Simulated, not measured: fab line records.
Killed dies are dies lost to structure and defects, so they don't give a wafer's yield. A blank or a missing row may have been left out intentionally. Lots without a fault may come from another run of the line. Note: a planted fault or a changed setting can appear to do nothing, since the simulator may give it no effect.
fab line records -- flow n5-finfet
record: lots: 7, wafers: 21, last-day: 17
route steps=1938 shown BEOL_M10@1495 PASSIVATION@1936
lots with no fault: from the same line, run without faults
start-h: start of the lot's first displayed wafer, in hours after the record's first day -- wait-h: hours since the lot's step before -- " as in the row above -- L1.1+2: a row that stands for several wafers -- - no value present, or no start provided -- * or withheld: withheld -- < > ~ a bound
route shown NAME@n: NAME is a module with steps in the file, n the number in the route of the first one -- usual: mean/standard deviation taken from wafers without a fault -- same: alike in all rows -- chamber/n: place in a boat -- sites: the reading at each site -- _std_site: standard deviation across them -- _edge_site: outer sites' mean less inner sites' -- radius-mm: how far each site lies from the wafer's centre -- mask NAME#n: copy n -- behind: tool/chamber where the wafer was last shaped -- hold: what put the lot on hold/how long, in hours/how the hold closed -- device: the n, p or np transistor that did not switch -- end of line: at the end of the route, the tests of the same wafers -- a step with no rows: only its recipe -- killed: the dies lost at the first sort to structure and to defects; this is not the yield of the wafer -- map: shows each die of a wafer: x if killed, . if not, _ if none is there
set.NAME: the setting as run; set.NAME@STEP: as run at that earlier step -- model.NAME: the simulator's own value behind a step, which no gauge read
a table for each step, a row for each wafer; lots at some steps of the route
services: from which hour (start-h, from the record's first day; less than 0 if before it) a tool's chamber was out of use, for how many hours, and why
== steps ==
step: N5_BEOL_M10_COAT_64
recipe: resist: SiARC, temp-c: 220, time-s: 60, spin-rpm: 1500, resist-thk-nm: 30
step: N5_BEOL_M10_COAT_22
recipe: resist: CAR-ArF, spin-rpm: 1500, resist-thk-nm: 90
step: N5_BEOL_M10_EBR_24
recipe: solvent: PGMEA, ebr-width-mm: 1.5
step: N5_BEOL_M10_SOFTBAKE_23
recipe: temp-c: 110, time-s: 60, resist: CAR-ArF
step: N5_BEOL_M10_EXPOSE_25
recipe: mask-id: V9, na: 1.35, source-shape: annular, sigma-inner: 0.5, sigma-outer: 0.8, polarization: unpolarized, dose-mj: 85.5
step: N5_BEOL_M10_PEB_26
recipe: peb-temp-c: withheld, peb-time-s: 60, resist: CAR-ArF
step: N5_BEOL_M10_DEVELOP_27
recipe: develop-time-s: 30, developer: TMAH, resist: CAR-ArF, rinse-liquid: diw, dry: air-spin, dev-temp-c: 23
step: N5_BEOL_M10_CD_MEAS_28
recipe: target-cd-nm: 70, landing-energy-ev: 500, detector: se-inlens, polarity: opening
usual: cd-nm: 69.5/0.98
lot.wafer,tool,chamber,start-h,wait-h,cd-nm
L473.1,cd-sem-01,0,261.63,-,69.6
L473.3,cd-sem-01,0,261.63,-,69.3
L473.4,cd-sem-01,0,261.63,-,70.1
L475.2,cd-sem-03,0,272.24,-,70.3
L475.4,cd-sem-03,0,272.24,-,70.5
L475.6,cd-sem-03,0,272.24,-,70.3
L478.1,cd-sem-01,0,291.72,-,70.9
L478.3,cd-sem-01,0,291.72,-,69.8
L478.4,cd-sem-01,0,291.72,-,70.3
L481.1,cd-sem-02,0,306.36,-,70.1
L481.4,cd-sem-02,0,306.36,-,69.2
L481.6,cd-sem-02,0,306.36,-,71.3
L482.3,cd-sem-01,0,314.14,-,69.0
L482.5,cd-sem-01,0,314.14,-,70.2
L482.6,cd-sem-01,0,314.14,-,69.5
L489.2,cd-sem-01,0,350.95,-,70.4
L489.5,cd-sem-01,0,350.95,-,69.3
L489.6,cd-sem-01,0,350.95,-,69.2
L490.2,cd-sem-02,0,354.44,-,70.1
L490.4,cd-sem-02,0,354.44,-,69.9
L490.5,cd-sem-02,0,354.44,-,70.1
step: N5_BEOL_M10_OVL_MEAS_29
recipe: points-per-wafer: 44
usual: V9_OVL: 0.6/0.74
lot.wafer,tool,chamber,start-h,wait-h,V9_OVL[nm]
L473.1,overlay-01,0,261.67,0.0,0.8
L473.3,overlay-01,0,261.67,0.0,1.6
L473.4,overlay-01,0,261.67,0.0,0.3
L475.2,overlay-01,0,272.27,0.0,0.4
L475.4,overlay-01,0,272.27,0.0,0.6
L475.6,overlay-01,0,272.27,0.0,0.8
L478.1,overlay-01,0,291.75,0.0,0.7
L478.3,overlay-01,0,291.75,0.0,1.7
L478.4,overlay-01,0,291.75,0.0,1.1
L481.1,overlay-02,0,306.39,0.0,0.3
L481.4,overlay-02,0,306.39,0.0,0.4
L481.6,overlay-02,0,306.39,0.0,-0.5
L482.3,overlay-02,0,314.17,0.0,1.0
L482.5,overlay-02,0,314.17,0.0,-0.1
L482.6,overlay-02,0,314.17,0.0,-0.2
L489.2,overlay-02,0,350.98,0.0,1.0
L489.5,overlay-02,0,350.98,0.0,0.0
L489.6,overlay-02,0,350.98,0.0,0.2
L490.2,overlay-02,0,354.47,0.0,1.6
L490.4,overlay-02,0,354.47,0.0,2.1
L490.5,overlay-02,0,354.47,0.0,1.0
step: N5_BEOL_M10_INSPECT_30
recipe: mode: adi, inspect-instrument: brightfield
usual: raw-defect-count: 421/91
lot.wafer,tool,chamber,start-h,wait-h,raw-defect-count
L473.1,defect-inspect-02,-,261.69,0.0,329
L473.3,defect-inspect-02,-,261.69,0.0,408
L473.4,defect-inspect-02,-,261.69,0.0,421
L475.2,defect-inspect-01,-,272.29,0.0,496
L475.4,defect-inspect-01,-,272.29,0.0,326
L475.6,defect-inspect-01,-,272.29,0.0,313
L478.1,defect-inspect-01,-,291.77,0.0,403
L478.3,defect-inspect-01,-,291.77,0.0,579
L478.4,defect-inspect-01,-,291.77,0.0,642
L481.1,defect-inspect-01,-,306.42,0.0,550
L481.4,defect-inspect-01,-,306.42,0.0,417
L481.6,defect-inspect-01,-,306.42,0.0,415
L482.3,defect-inspect-02,-,314.20,0.0,422
L482.5,defect-inspect-02,-,314.20,0.0,632
L482.6,defect-inspect-02,-,314.20,0.0,426
L489.2,defect-inspect-01,-,351.00,0.0,489
L489.5,defect-inspect-01,-,351.00,0.0,357
L489.6,defect-inspect-01,-,351.00,0.0,434
L490.2,defect-inspect-02,-,354.50,0.0,456
L490.4,defect-inspect-02,-,354.50,0.0,459
L490.5,defect-inspect-02,-,354.50,0.0,465
step: N5_BEOL_M10_DESCUM_33
recipe: chemistry: O2, time-s: 7.9, source-power-w: 50, bias-power-w: 20, pressure-mtorr: 20, rf-frequency-hz: 2.712e+07, temp-c: 40, resist: CAR-ArF, o2-flow-sccm: 225
usual: drypump-motor-current-A: 5.7/0.44, oes-product-au: 0.79/0.082, rf-vpp-V: 243.5/1.5, showerhead-plenum-p-Torr: 2.11/0.081, throttle-valve-pct: 20.41/0.24
lot.wafer,tool,chamber,start-h,wait-h,drypump-motor-current-A,oes-product-au,rf-hours-counter-h,rf-vpp-V,showerhead-plenum-p-Torr,throttle-valve-pct
L473.1,rie-diel-01,3,261.93,0.2,6.2,0.74,162,243.1,2.18,20.47
L473.3,rie-diel-01,0,261.93,0.2,5.6,0.69,219,242.6,1.98,20.66
L473.4,rie-diel-01,1,261.93,0.2,5.6,0.80,-,245.0,2.19,20.21
L475.2,rie-diel-01,1,272.33,0.0,5.6,0.79,95,244.6,2.19,20.22
L475.4,rie-diel-01,3,272.33,0.0,6.2,0.74,167,242.6,2.18,20.47
L475.6,rie-diel-01,1,272.33,0.0,5.6,0.81,-,245.6,2.19,20.20
L478.1,rie-diel-01,3,291.81,0.0,6.2,0.73,174,243.5,2.17,20.47
L478.3,rie-diel-01,2,291.81,0.0,5.1,0.95,8,244.0,2.14,20.38
L478.4,rie-diel-01,1,291.81,0.0,5.6,0.80,102,244.0,2.19,20.21
L481.1,rie-diel-01,3,306.45,0.0,6.2,0.73,178,243.7,2.17,20.50
L481.4,rie-diel-01,0,306.45,0.0,5.6,0.69,235,241.1,1.97,20.69
L481.6,rie-diel-01,2,306.45,0.0,5.0,0.94,-,245.5,2.14,20.39
L482.3,rie-diel-01,0,314.23,0.0,5.6,0.69,238,241.5,1.97,20.68
L482.5,rie-diel-01,2,314.23,0.0,5.0,0.93,-,244.4,2.14,20.41
L482.6,rie-diel-01,1,314.23,0.0,5.6,0.80,-,245.1,2.18,20.23
L489.2,rie-diel-02,3,351.78,0.8,5.9,0.71,193,242.2,1.99,20.32
L489.5,rie-diel-02,3,351.78,0.8,5.8,0.71,-,241.9,1.99,20.33
L489.6,rie-diel-02,2,351.78,0.8,6.1,0.74,-,244.2,2.18,20.41
L490.2,rie-diel-06,1,354.74,0.2,5.0,0.82,75,241.5,2.02,20.22
L490.4,rie-diel-06,2,354.74,0.2,5.5,0.69,-,244.4,2.15,20.90
L490.5,rie-diel-06,1,354.74,0.2,5.0,0.82,-,241.7,2.02,20.22
step: N5_BEOL_M10_ETCH_65
recipe: chemistry: CF4, target: SiARC, target-depth-a: 390, mask-material: CAR-ArF, time-s: 65, ion-energy-ev: 80, pressure-mtorr: 40, source-w: 545, bias-w: 36, Ar_flow_sccm: 100, cf4-flow-sccm: 100, ends: cleared
usual: drypump-motor-current-A: 5.7/0.44, etch-rf-on-time-s: 64.8/1.1, oes-product-au: 0.68/0.07, rf-vpp-V: 184.3/1.3, showerhead-plenum-p-Torr: 2.16/0.076, throttle-valve-pct: 15.62/0.25
lot.wafer,tool,chamber,start-h,wait-h,drypump-motor-current-A,etch-rf-on-time-s,oes-product-au,rf-hours-counter-h,rf-vpp-V,showerhead-plenum-p-Torr,throttle-valve-pct
L473.1,rie-diel-01,3,261.97,0.0,6.2,65.2,0.64,162,183.2,2.22,15.68
L473.3,rie-diel-01,0,261.97,0.0,5.6,66.9,0.60,219,182.8,2.04,15.94
L473.4,rie-diel-01,1,261.97,0.0,5.6,65.3,0.69,-,186.3,2.25,15.46
L475.2,rie-diel-01,1,272.36,0.0,5.6,66.3,0.68,96,184.6,2.25,15.48
L475.4,rie-diel-01,3,272.36,0.0,6.2,65.6,0.63,167,184.3,2.22,15.68
L475.6,rie-diel-01,1,272.36,0.0,5.6,66.5,0.67,-,185.6,2.25,15.48
L478.1,rie-diel-01,3,291.84,0.0,6.2,64.7,0.63,174,185.7,2.22,15.69
L478.3,rie-diel-01,2,291.84,0.0,5.1,63.7,0.81,8,183.8,2.19,15.55
L478.4,rie-diel-01,1,291.84,0.0,5.6,65.0,0.68,102,184.9,2.24,15.48
L481.1,rie-diel-01,3,306.49,0.0,6.2,64.1,0.63,178,185.4,2.22,15.70
L481.4,rie-diel-01,0,306.49,0.0,5.6,66.6,0.59,235,181.8,2.04,15.98
L481.6,rie-diel-01,2,306.49,0.0,5.0,63.5,0.81,-,184.3,2.19,15.53
L482.3,rie-diel-01,0,314.26,0.0,5.6,66.2,0.59,238,182.1,2.03,15.96
L482.5,rie-diel-01,2,314.26,0.0,5.0,62.8,0.81,-,186.3,2.19,15.55
L482.6,rie-diel-01,1,314.26,0.0,5.6,64.6,0.67,-,184.6,2.24,15.49
L489.2,rie-diel-02,3,351.81,0.0,5.9,65.3,0.60,193,181.2,2.05,15.59
L489.5,rie-diel-02,3,351.81,0.0,5.9,64.7,0.61,-,182.7,2.05,15.56
L489.6,rie-diel-02,2,351.81,0.0,6.1,63.8,0.63,-,187.3,2.22,15.59
L490.2,rie-diel-06,1,354.79,0.0,5.0,65.2,0.69,75,183.0,2.08,15.47
L490.4,rie-diel-06,2,354.79,0.0,5.4,64.4,0.60,-,184.7,2.19,16.09
L490.5,rie-diel-06,1,354.79,0.0,5.0,64.8,0.71,-,182.4,2.08,15.48
step: N5_BEOL_M10_ETCH_66
recipe: chemistry: N2/H2, target: SOC, target-depth-a: 1200, overetch-a: 240, mask-material: SiARC, temp-c: 40, time-s: 180, ion-energy-ev: 200, pressure-mtorr: 30, source-w: 840, bias-w: 150, n2-flow-sccm: 200, h2-flow-sccm: 200
usual: drypump-motor-current-A: 5.7/0.44, oes-product-au: 0.64/0.062, rf-vpp-V: 524.5/2.7, run-length-s: 203.6/0.41, showerhead-plenum-p-Torr: 2.57/0.099, throttle-valve-pct: 17.84/0.26
lot.wafer,tool,chamber,start-h,wait-h,drypump-motor-current-A,oes-product-au,rf-hours-counter-h,rf-vpp-V,run-length-s,showerhead-plenum-p-Torr,throttle-valve-pct,model.SiARC_of_BEOL_M10_COAT_64.thk-nm
L473.1,rie-diel-01,3,262.02,0.0,6.2,0.59,162,526.3,203.5,2.64,17.90,22.6
L473.3,rie-diel-01,0,262.02,0.0,5.7,0.58,219,520.2,204.0,2.41,18.15,23
L473.4,rie-diel-01,1,262.02,0.0,5.6,0.65,-,527.7,204.5,2.68,17.64,22.6
L475.2,rie-diel-01,1,272.41,0.0,5.6,0.66,96,526.3,203.9,2.67,17.65,23
L475.4,rie-diel-01,3,272.41,0.0,6.2,0.60,167,527.0,203.4,2.64,17.91,22.8
L475.6,rie-diel-01,1,272.41,0.0,5.6,0.65,-,527.8,204.0,2.67,17.65,22.8
L478.1,rie-diel-01,3,291.89,0.0,6.2,0.60,174,526.5,203.5,2.64,17.91,22.6
L478.3,rie-diel-01,2,291.89,0.0,5.0,0.77,8,525.2,203.7,2.60,17.77,22.6
L478.4,rie-diel-01,1,291.89,0.0,5.6,0.69,102,527.1,192.9,2.67,17.66,23.2
L481.1,rie-diel-01,3,306.54,0.0,6.2,0.59,178,526.5,203.5,2.64,17.94,22.8
L481.4,rie-diel-01,0,306.54,0.0,5.6,0.61,235,519.4,193.0,2.40,18.14,23.6
L481.6,rie-diel-01,2,306.54,0.0,5.0,0.75,-,524.8,203.3,2.60,17.77,22.6
L482.3,rie-diel-01,0,314.31,0.0,5.6,0.56,239,519.2,204.0,2.40,18.13,23
L482.5,rie-diel-01,2,314.31,0.0,5.1,0.79,-,526.9,192.4,2.60,17.80,23
L482.6,rie-diel-01,1,314.31,0.0,5.6,0.64,-,528.9,203.9,2.67,17.67,22.6
L489.2,rie-diel-02,3,351.86,0.0,5.9,0.57,193,521.6,203.1,2.42,17.70,22.8
L489.5,rie-diel-02,3,351.86,0.0,5.9,0.57,-,520.3,203.4,2.42,17.71,22.8
L489.6,rie-diel-02,2,351.86,0.0,6.1,0.59,-,526.2,203.9,2.64,17.77,22.8
L490.2,rie-diel-06,1,354.87,0.1,5.0,0.67,75,522.2,203.3,2.46,17.59,23
L490.4,rie-diel-06,2,354.87,0.1,5.5,0.56,-,525.3,203.1,2.61,18.31,22.8
L490.5,rie-diel-06,1,354.87,0.1,5.0,0.66,-,520.6,203.0,2.46,17.60,22.8
step: N5_BEOL_M10_STRIP_69
recipe: chemistry: N2/H2, temp-c: 40, n2-flow-sccm: 200, h2-flow-sccm: 200, rf-frequency-hz: 6e+07
step: N5_PASSIVATION_PROBE_49
usual: defect-limited-yield: 91.2/1.4, killed_at_M0_to_M3: 34/9.4, killed_at_M4_up: 13/5.8, killed-at-contacts: 13/6.4, killed-at-front-end: 41/11, killed-at-other: 3.1/2.3, killed-dies: 103/16, killed-on-rim: 13/3.4, killed-open: 69/12, killed-short: 33/7.8, sort_bin_5_function: 5.1/0.91, sort_bin_6_memory: 3.3/0.63, sort-n-pass: 1077/16, sort-yield-pct: 91.2/1.4
same: gross-dies: 1180, killed-at-back-side: 0, sort_bin_4_leakage[%]: 0, sort_bin_8_speed[%]: 0
lot.wafer,tool,chamber,start-h,wait-h,defect-limited-yield[%],killed_at_M0_to_M3,killed_at_M4_up,killed-at-contacts,killed-at-front-end,killed-at-other,killed-dies,killed-on-rim,killed-open,killed-short,sort_bin_5_function[%],sort_bin_6_memory[%],sort-n-pass,sort-yield-pct[%]
L473.1,prober-02,-,312.59,0.0,88.1,45,14,28,49,5,141,17,94,46,5.8,5.6,1039,88.1
L473.3,prober-02,-,312.69,0.1,88.3,46,20,17,51,4,138,14,104,34,7.4,4.0,1042,88.3
L473.4,prober-02,-,312.74,0.2,92.3,24,23,13,27,4,91,9,70,21,4.3,3.3,1089,92.3
L475.2,prober-01,-,320.40,0.1,91.0,35,5,16,49,1,106,12,68,38,5.7,3.0,1074,91.0
L475.4,prober-01,-,320.50,0.2,91.3,39,5,14,43,2,103,22,67,36,5.7,2.7,1077,91.3
L475.6,prober-01,-,320.60,0.3,92.9,38,4,6,35,1,84,11,45,37,4.0,2.7,1096,92.9
L478.1,prober-01,-,343.41,0.0,92.0,26,8,11,49,0,94,13,62,32,4.6,2.9,1086,92.0
L478.3,prober-01,-,343.51,0.1,92.6,26,16,4,38,3,87,17,53,31,4.4,2.4,1093,92.6
L478.4,prober-01,-,343.56,0.2,91.5,35,19,11,34,1,100,18,68,32,5.3,3.1,1080,91.5
L481.1,prober-01,-,355.30,0.0,90.2,27,20,6,61,2,116,18,77,36,6.2,3.5,1064,90.2
L481.4,prober-01,-,355.45,0.2,91.0,30,11,13,44,8,106,12,75,29,4.6,4.2,1074,91.0
L481.6,prober-01,-,355.55,0.3,91.4,29,12,12,44,4,101,10,63,36,4.7,3.4,1079,91.4
L482.3,prober-02,-,361.70,0.1,92.3,35,12,8,32,4,91,10,65,24,3.8,3.6,1089,92.3
L482.5,prober-02,-,361.80,0.2,92.4,42,14,6,27,1,90,13,72,18,5.1,2.5,1090,92.4
L482.6,prober-02,-,361.85,0.3,90.3,48,16,1,47,2,114,13,80,34,6.0,3.6,1066,90.3
L490.2,prober-01,-,411.81,0.1,90.5,27,14,18,53,0,112,16,77,35,5.3,3.6,1068,90.5
L490.4,prober-01,-,411.91,0.2,90.7,32,18,13,45,2,110,13,67,37,6.2,3.0,1070,90.7
L490.5,prober-01,-,411.96,0.2,91.8,21,11,12,48,5,97,11,58,37,4.7,3.2,1083,91.8
killed by level:class
L473.1 MOL_CONTACT_COAG:geometric-particle:open=23 FIN_SAQP:geometric-particle:open=15 BEOL_M2:geometric-particle:open=13 FIN_SAQP:geometric-particle:short=11 BEOL_M0_SAQP:geometric-particle:short=10 BEOL_M0_SAQP:geometric-particle:open=8 BEOL_M4:geometric-particle:open=8 STARTING-WAFER:geometric-particle:short=6
L473.3 FIN_SAQP:geometric-particle:open=15 BEOL_M3:geometric-particle:open=14 MOL_CONTACT_COAG:geometric-particle:open=13 BEOL_M4:geometric-particle:open=13 STI_FIN_REVEAL:geometric-particle:open=12 BEOL_M0_SAQP:geometric-particle:open=10 BEOL_M1:geometric-particle:open=8 FIN_SAQP:geometric-particle:short=7
L473.4 FIN_SAQP:geometric-particle:open=11 MOL_CONTACT_COAG:geometric-particle:open=11 BEOL_M2:geometric-particle:open=9 BEOL_M4:geometric-particle:open=7 BEOL_M6:geometric-particle:open=6 FIN_SAQP:geometric-particle:short=5 BEOL_M1:geometric-particle:open=4 BEOL_M5:geometric-particle:open=4
L475.2 STI_FIN_REVEAL:geometric-particle:open=14 MOL_CONTACT_COAG:geometric-particle:open=13 FIN_SAQP:geometric-particle:short=9 BEOL_M3:geometric-particle:open=8 FIN_SAQP:geometric-particle:open=7 BEOL_M0_SAQP:geometric-particle:open=7 STARTING-WAFER:geometric-particle:short=7 BEOL_M2:geometric-particle:open=6
L475.4 STI_FIN_REVEAL:geometric-particle:open=16 BEOL_M2:geometric-particle:open=11 MOL_CONTACT_COAG:geometric-particle:open=9 BEOL_M0_SAQP:geometric-particle:short=8 FIN_SAQP:geometric-particle:short=6 DUMMY_GATE:geometric-particle:open=5 MOL_CONTACT_COAG:geometric-particle:short=5 GATE_CUT:geometric-particle:open=4
L475.6 FIN_SAQP:geometric-particle:short=10 BEOL_M1:geometric-particle:open=8 BEOL_M2:geometric-particle:open=8 STI_FIN_REVEAL:geometric-particle:open=6 BEOL_M0_SAQP:geometric-particle:open=5 BEOL_M2:geometric-particle:short=5 STI_FIN_REVEAL:geometric-particle:short=4 GATE_CUT:geometric-particle:short=4
L478.1 BEOL_M2:geometric-particle:open=13 STI_FIN_REVEAL:geometric-particle:open=12 FIN_SAQP:geometric-particle:short=11 MOL_CONTACT_COAG:geometric-particle:open=10 GATE_CUT:geometric-particle:open=5 BEOL_M0_SAQP:geometric-particle:short=5 DUMMY_GATE:geometric-particle:open=4 STARTING-WAFER:geometric-particle:short=4
L478.3 FIN_SAQP:geometric-particle:short=12 FIN_SAQP:geometric-particle:open=6 STI_FIN_REVEAL:geometric-particle:open=6 BEOL_M0_SAQP:geometric-particle:short=6 BEOL_M4:geometric-particle:open=6 BEOL_M2:geometric-particle:open=5 BEOL_M0_SAQP:geometric-particle:open=4 BEOL_M3:geometric-particle:short=4
L478.4 STI_FIN_REVEAL:geometric-particle:open=13 BEOL_M0_SAQP:geometric-particle:short=12 BEOL_M4:geometric-particle:open=10 MOL_CONTACT_COAG:geometric-particle:open=9 BEOL_M0_SAQP:geometric-particle:open=6 DUMMY_GATE:geometric-particle:open=6 BEOL_M2:geometric-particle:open=6 FIN_SAQP:geometric-particle:short=5
L481.1 STI_FIN_REVEAL:geometric-particle:open=20 BEOL_M0_SAQP:geometric-particle:open=10 ILD0:geometric-particle:open=8 FIN_SAQP:geometric-particle:short=6 FIN_SAQP:geometric-particle:open=6 BEOL_M4:geometric-particle:open=6 BEOL_M0_SAQP:geometric-particle:short=6 DUMMY_GATE:geometric-particle:open=5
L481.4 STI_FIN_REVEAL:geometric-particle:open=14 MOL_CONTACT_COAG:geometric-particle:open=9 BEOL_M0_SAQP:geometric-particle:open=7 BEOL_M3:geometric-particle:open=7 FIN_SAQP:geometric-particle:open=6 GATE_CUT:geometric-particle:short=6 FIN_SAQP:geometric-particle:short=4 MIM_TOP:geometric-particle:open=4
L481.6 FIN_SAQP:geometric-particle:open=9 MOL_CONTACT_COAG:geometric-particle:open=9 BEOL_M0_SAQP:geometric-particle:open=8 FIN_SAQP:geometric-particle:short=7 BEOL_M0_SAQP:geometric-particle:short=6 STI_FIN_REVEAL:geometric-particle:open=5 BEOL_M4:geometric-particle:open=5 BEOL_M3:geometric-particle:open=4
L482.3 BEOL_M0_SAQP:geometric-particle:open=8 BEOL_M2:geometric-particle:open=8 ILD0:geometric-particle:short=7 ILD0:geometric-particle:open=7 MOL_CONTACT_COAG:geometric-particle:open=7 BEOL_M1:geometric-particle:open=6 BEOL_M0_SAQP:geometric-particle:short=5 BEOL_M3:geometric-particle:open=5
L482.5 STI_FIN_REVEAL:geometric-particle:open=12 BEOL_M2:geometric-particle:open=12 BEOL_M1:geometric-particle:open=10 BEOL_M3:geometric-particle:open=9 MOL_CONTACT_COAG:geometric-particle:open=5 BEOL_M0_SAQP:geometric-particle:open=5 BEOL_M4:geometric-particle:open=5 DUMMY_GATE:geometric-particle:short=3
L482.6 STI_FIN_REVEAL:geometric-particle:open=18 BEOL_M1:geometric-particle:open=13 BEOL_M2:geometric-particle:open=11 BEOL_M3:geometric-particle:open=9 BEOL_M4:geometric-particle:open=6 GATE_CUT:geometric-particle:open=5 BEOL_M1:geometric-particle:short=5 FIN_SAQP:geometric-particle:short=4
L490.2 MOL_CONTACT_COAG:geometric-particle:open=15 FIN_SAQP:geometric-particle:open=13 STI_FIN_REVEAL:geometric-particle:open=9 BEOL_M0_SAQP:geometric-particle:short=7 BEOL_M1:geometric-particle:open=7 DUMMY_GATE:geometric-particle:open=6 GATE_CUT:geometric-particle:short=6 BEOL_M4:geometric-particle:open=6
L490.4 FIN_SAQP:geometric-particle:short=13 MOL_CONTACT_COAG:geometric-particle:open=10 BEOL_M0_SAQP:geometric-particle:open=8 STI_FIN_REVEAL:geometric-particle:open=7 BEOL_M4:geometric-particle:open=7 BEOL_M1:geometric-particle:open=6 BEOL_M2:geometric-particle:open=6 GATE_CUT:geometric-particle:short=4
L490.5 STI_FIN_REVEAL:geometric-particle:open=11 FIN_SAQP:geometric-particle:short=10 MOL_CONTACT_COAG:geometric-particle:open=9 BEOL_M4:geometric-particle:open=8 BEOL_M0_SAQP:geometric-particle:short=7 GATE_CUT:geometric-particle:short=6 FIN_SAQP:geometric-particle:open=5 DUMMY_GATE:geometric-particle:open=5
== services ==
tool,chamber,start-h,hours,kind
rie-diel-02,-,241.53,15.6,pm
rie-diel-06,1,266.28,23.2,repair
rie-diel-02,1,277.02,-,clean
rie-diel-02,1,277.02,-,consumable-replace:focus-ring
rie-diel-02,1,277.02,15.9,scheduled-down
rie-diel-02,1,277.02,15.9,vent-cycle
rie-diel-01,0,346.38,-,clean
rie-diel-01,0,346.38,-,consumable-replace:focus-ring
rie-diel-01,0,346.38,26.3,scheduled-down
rie-diel-01,0,346.38,26.3,vent-cycle
rie-diel-06,3,353.66,29.7,repair
== key ==
first-sign: step: N5_BEOL_M10_ETCH_66, reading: run-length-s, direction: down, sigmas: 27, usual: *, struck: *
effect none on later readings
model-effect: step: N5_BEOL_M10_ETCH_66, value: SiARC_of_BEOL_M10_COAT_64.thk-nm, without: 22.87, struck: 23.27
met-at N5_BEOL_M10_ETCH_66
struck-wafers L478.4,L481.4,L482.5
onset-between 272.41 291.89
fault: kind: process-parameter-drift, tool: rie-diel-01, chamber: -, onset-h: 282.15, steps: N5_BEOL_M10_ETCH_66, channel: time-s, offset: *, shape: step, end-h: 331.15, scope: struck-wafers-only, acts-in: *, stated: *
